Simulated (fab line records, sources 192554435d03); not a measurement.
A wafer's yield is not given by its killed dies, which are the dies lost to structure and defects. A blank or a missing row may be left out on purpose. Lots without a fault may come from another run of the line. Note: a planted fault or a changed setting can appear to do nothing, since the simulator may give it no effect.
A struck lot beside a sound one / flow n5-finfet / 21 out of 1938 route steps
Sound: the wafers L344.2, L344.3, L344.4. Struck: wafer L334.4. (L334.1, L334.6 of the same lot were not struck and are left out.) The cause comes at the end.
Each step with rows lists, per side, the tool, then ch with its chambers, then its first start. Under that, the readings that differ: sound wafers / struck wafers / difference of the means / sigmas: that difference in standard deviations of wafers without a fault.
alike: a reading whose means differ by less than 2 such deviations, as well as words and numbers matching on both sides. not compared: withheld readings; readings where some wafer has no value; bounds like >300 that might hide an equal value; numbers whose values overlap and for which the record gives no deviation.
A row with sigmas, a row that says differs or no value, or rows on one side alone: a step with any of these is where the two part. When numbers do not overlap yet have no deviation, they are printed without sigmas and do not part them. A reading missing from all wafers of one side parts the sides only when that side holds two or more wafers.

first, 9 steps without rows for these wafers: N5_FIN_CUT_DEVELOP_07 (develop time 30 s); N5_FIN_CUT_DESCUM_13 (chemistry O2, time 7 s); N5_FIN_CUT_ETCH_30 (etches underlayer in N2/H2, target depth 13 nm, time 10.4 s); N5_FIN_CUT_ETCH_20 (etches SiARC in CF4, target depth 26 nm, time 43.3 s); N5_FIN_CUT_ETCH_21 (etches SOC in N2/H2, target depth 219 nm, overetch 43.8 nm, time 523.5 s); N5_FIN_CUT_STRIP_23 (strips in N2/H2); N5_FIN_CUT_STRIP_31 (strips in N2/H2); N5_FIN_CUT_STRIP_24 (strips in CF4); N5_FIN_CUT_CUT_ETCH_26 (etches SiNx in CH3F/O2, target depth 39 nm, time 55.7 s).
N5_FIN_CUT_CUT_ETCH_27: etches SiO2 in CHF3/O2, target depth 4 nm, overetch 2 nm, time 4.9 s.
  sound on rie-diel-02 ch 0,1,3, day 7 04:37; struck on rie-diel-04 ch 0, day 4 15:17
  alike: drypump-motor-current-A, mfc-ar-sccm, oes-product-au, rf-vpp-V, showerhead-plenum-p-Torr, throttle-valve-pct
  not compared: rf-hours-counter-h
then, 7 steps without rows for these wafers: N5_FIN_CUT_PRECLEAN_35 (cleans in vHF, time 13.3 s); N5_FIN_CUT_CUT_ETCH_15 (etches Si in HBr/Cl2/O2, target depth 100 nm, bt time 10 s, time 42.4 s); N5_FIN_CUT_CUT_ETCH_28 (etches Si in HBr/Cl2/O2, target depth 6 nm, time 2.4 s); N5_FIN_CUT_STRIP_22 (strips in N2/H2); N5_FIN_CUT_PRECLEAN_36 (cleans in O3/DIW, time 60 s); N5_FIN_CUT_SRD_32 (time 30 s); N5_FIN_CUT_UV_OZONE_34 (time 120 s).
N5_FIN_CUT_INSPECT_17: inspects for defects (brightfield).
  sound: defect-inspect-02 at day 7 05:02; struck: defect-inspect-02 at day 4 15:43
reading=raw-defect-count; sound=176 180 262; struck=1516; difference=+1310; sigmas=+19
then, 1 step without rows for these wafers: N5_STI_FIN_REVEAL_ALD_00 (deposits SiO2, target thk 1 nm, pulse time 1 s).
-- here the record skips 6 days between the struck wafers' starts before and after, leaving off in module STI_FIN_REVEAL and picking up in module BEOL_M4 (first step shown: number 1111 of the route) --
N5_BEOL_M4_RC_MEAS_101:
  sound on prober-01 ch 0, day 13 17:31; struck on prober-01 ch 0, day 10 16:18
reading=SS_P (mV/dec); sound=72.4 72.3 72.6; struck=74.2; difference=+1.8; sigmas=+3
  alike: DIBL_N, DIBL_P, IOFF_N, IOFF_P, ION_N, ION_P, SS_N, VT_N, VT_P
-- the record jumps here: 4 days lie between the struck wafers' starts before and after (it left off in module BEOL_M4 and takes up again in module PASSIVATION, whose first step shown is number 1936 of the route) --
N5_PASSIVATION_PROBE_49:
  rows exist in the record for the struck wafers here (prober-01, day 14 22:01), but not for the sound ones

WHERE THEY PART
Earliest at N5_FIN_CUT_INSPECT_17; latest, in this record, at N5_PASSIVATION_PROBE_49.

WHY: what had been put in by the simulator
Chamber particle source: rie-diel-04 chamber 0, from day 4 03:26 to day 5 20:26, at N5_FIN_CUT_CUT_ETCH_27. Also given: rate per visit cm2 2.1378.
